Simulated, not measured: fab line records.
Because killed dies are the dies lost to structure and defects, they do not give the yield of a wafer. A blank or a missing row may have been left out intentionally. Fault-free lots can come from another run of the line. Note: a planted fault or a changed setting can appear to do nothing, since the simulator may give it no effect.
Chamber matching :: flow nand_harc :: NHARC_A_SLIT_ETCH_24 on rie_diel-12 has 4 sister chambers
The step etches the open film in CF4/CHF3, target depth 121 nm, time 60.5 s. 16 wafers are shown with their chamber, then 8 later ones without.

== WAFERS PAIRED WITH THEIR CHAMBERS ==
wafer: L076.1
chamber: 3
drypump_motor_current_A (A): 4.7
rf_vpp_V (V): 368.9
throttle_valve_pct (%): 16.790

wafer: L076.2
chamber: 0
drypump_motor_current_A (A): 5.0
rf_vpp_V (V): 373.0
throttle_valve_pct (%): 16.800

wafer: L076.4
chamber: 1
drypump_motor_current_A (A): 5.6
rf_vpp_V (V): 371.5
throttle_valve_pct (%): 16.807

wafer: L080.2
chamber: 2
drypump_motor_current_A (A): 5.7
rf_vpp_V (V): 373.2
throttle_valve_pct (%): 16.811

wafer: L080.3
chamber: 1
drypump_motor_current_A (A): 5.6
rf_vpp_V (V): 372.5
throttle_valve_pct (%): 16.786

wafer: L080.5
chamber: 0
drypump_motor_current_A (A): 5.0
rf_vpp_V (V): 374.6
throttle_valve_pct (%): 16.793

wafer: L081.3
chamber: 1
drypump_motor_current_A (A): 5.6
rf_vpp_V (V): 371.4
throttle_valve_pct (%): 16.788

wafer: L081.5
chamber: 1
drypump_motor_current_A (A): 5.6
rf_vpp_V (V): 372.7
throttle_valve_pct (%): 16.798

wafer: L081.6
chamber: 0
drypump_motor_current_A (A): 5.0
rf_vpp_V (V): 372.7
throttle_valve_pct (%): 16.800

wafer: L083.2
chamber: 1
drypump_motor_current_A (A): 5.6
rf_vpp_V (V): 371.3
throttle_valve_pct (%): 16.802

wafer: L083.3
chamber: 2
drypump_motor_current_A (A): 5.8
rf_vpp_V (V): 374.2
throttle_valve_pct (%): 16.805

wafer: L083.6
chamber: 3
drypump_motor_current_A (A): 4.6
rf_vpp_V (V): 368.1
throttle_valve_pct (%): 16.782

wafer: L082.2
chamber: 0
drypump_motor_current_A (A): 5.0
rf_vpp_V (V): 374.3
throttle_valve_pct (%): 16.790

wafer: L082.4
chamber: 2
drypump_motor_current_A (A): 5.8
rf_vpp_V (V): 373.5
throttle_valve_pct (%): 16.815

wafer: L082.5
chamber: 1
drypump_motor_current_A (A): 5.6
rf_vpp_V (V): 371.7
throttle_valve_pct (%): 16.806

wafer: L089.1
chamber: 1
drypump_motor_current_A (A): 5.6
rf_vpp_V (V): 372.4
throttle_valve_pct (%): 16.796

SIGNATURES (means of the wafers above)
reading: drypump_motor_current_A
chamber 0: 5.000
chamber 1: 5.600
chamber 2: 5.767
chamber 3: 4.650
scatter within a chamber: 0.0312

reading: rf_vpp_V
chamber 0: 373.650
chamber 1: 371.929
chamber 2: 373.633
chamber 3: 368.500
scatter within a chamber: 0.68

reading: throttle_valve_pct
chamber 0: 16.79575
chamber 1: 16.79757
chamber 2: 16.81033
chamber 3: 16.78600
scatter within a chamber: 0.00687
Rule: for each reading, subtract the chamber's mean from the wafer's reading, divide by that reading's scatter and square the result; add these up over the readings and take the root, which gives the wafer's distance from the chamber. The wafer belongs to the nearest chamber; if the next one is less than 2 further off, it can't be placed. How the scatter is found: for the shown wafers, subtract from each reading the mean of its chamber, square and add these, divide the total by (wafers less chambers), then take the root.

== WAFERS WITHOUT THEIR CHAMBER ==
wafer: L089.4
drypump_motor_current_A (A): 5.7
rf_vpp_V (V): 373.9
throttle_valve_pct (%): 16.798

wafer: L089.5
drypump_motor_current_A (A): 5.7
rf_vpp_V (V): 374.2
throttle_valve_pct (%): 16.807

wafer: L096.2
drypump_motor_current_A (A): 5.8
rf_vpp_V (V): 372.1
throttle_valve_pct (%): 16.799

wafer: L096.3
drypump_motor_current_A (A): 5.0
rf_vpp_V (V): 374.3
throttle_valve_pct (%): 16.811

wafer: L096.4
drypump_motor_current_A (A): 4.6
rf_vpp_V (V): 369.3
throttle_valve_pct (%): 16.811

wafer: L097.2
drypump_motor_current_A (A): 5.6
rf_vpp_V (V): 372.2
throttle_valve_pct (%): 16.812

wafer: L097.3
drypump_motor_current_A (A): 5.8
rf_vpp_V (V): 374.4
throttle_valve_pct (%): 16.809

wafer: L097.6
drypump_motor_current_A (A): 5.6
rf_vpp_V (V): 372.7
throttle_valve_pct (%): 16.801

== EACH ONE'S CHAMBER ==
wafer: L089.4
from the rows above: can't be placed: 2 or 1
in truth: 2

wafer: L089.5
from the rows above: 2
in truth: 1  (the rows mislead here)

wafer: L096.2
from the rows above: 2
in truth: 2

wafer: L096.3
from the rows above: 0
in truth: 0

wafer: L096.4
from the rows above: 3
in truth: 3

wafer: L097.2
from the rows above: 1
in truth: 1

wafer: L097.3
from the rows above: 2
in truth: 2

wafer: L097.6
from the rows above: 1
in truth: 1
Correctly placed: 6 of 8. Not placeable from these rows: 1 (in 1, the candidates include the true chamber). Placed wrongly: 1.
